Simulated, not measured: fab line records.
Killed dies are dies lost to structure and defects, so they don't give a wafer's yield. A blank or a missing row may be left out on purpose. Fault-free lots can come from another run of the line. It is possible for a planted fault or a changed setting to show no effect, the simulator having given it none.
The tool behind it: which one? | flow n5_finfet | 36 wafers sampled from 12 lots at 1 step of a route of 1938

== WHAT EACH GAUGE READ, for each wafer ==
N5_BEOL_M14_INSPECT_30: inspects for defects (macro). Usual: raw_defect_count at 1.9, with a standard deviation of 1.5.
lot  | measured     | on                | raw_defect_count | flag
L942 | day 12 17:52 | defect_inspect-01 | 5 4 4            |
L944 | day 14 10:02 | defect_inspect-01 | 2 1 2            |
L946 | day 15 03:22 | defect_inspect-02 | 1 0 2            |
L948 | day 15 08:16 | defect_inspect-02 | 4 3 1            |
L949 | day 15 14:07 | defect_inspect-02 | 0 2 3            |
L951 | day 15 15:08 | defect_inspect-02 | 6 2 1            |
L950 | day 15 22:39 | defect_inspect-01 | 4 0 1            |
L952 | day 16 01:06 | defect_inspect-02 | 2 2 1            |
L953 | day 16 18:11 | defect_inspect-01 | 3 3 4            |
L965 | day 19 00:59 | defect_inspect-01 | 1 1 2            |
L947 | day 19 05:38 | defect_inspect-02 | 2 1 0            |
L963 | day 20 00:47 | defect_inspect-02 | 3 2 1            |

== WHAT TOOL EACH LOT RAN ON (gives the tool, then ch and the chambers of the sampled wafers, and finally the start) ==
Before these readings, the record contains no process step.

== AS READ BY THE TOOLS THEMSELVES (means over the sampled wafers that have a number; for cases with no such wafer, the mark the record gives instead) ==
The record holds no such reading with a usual standard deviation.

== THE ANSWER, worked out from the rows above alone ==
Rule: lot off if the mean of its wafers having a number is beyond 3 standard deviations from the usual mean. A lot without any number at a reading at which 4 lots or more have one is off too. Where the step has rows for the other lots, those lots are counted as sound. After the gauges, taken in route order, come the tools' own readings; for these a lot's mean is taken, as printed above. At the first step where some lot is off, the reading lying furthest off is the one used; lots without a number count as furthest.
No lot is off on any of the readings shown, so nothing can be concluded from this.

== WHAT WAS PUT IN BY THE SIMULATOR ==
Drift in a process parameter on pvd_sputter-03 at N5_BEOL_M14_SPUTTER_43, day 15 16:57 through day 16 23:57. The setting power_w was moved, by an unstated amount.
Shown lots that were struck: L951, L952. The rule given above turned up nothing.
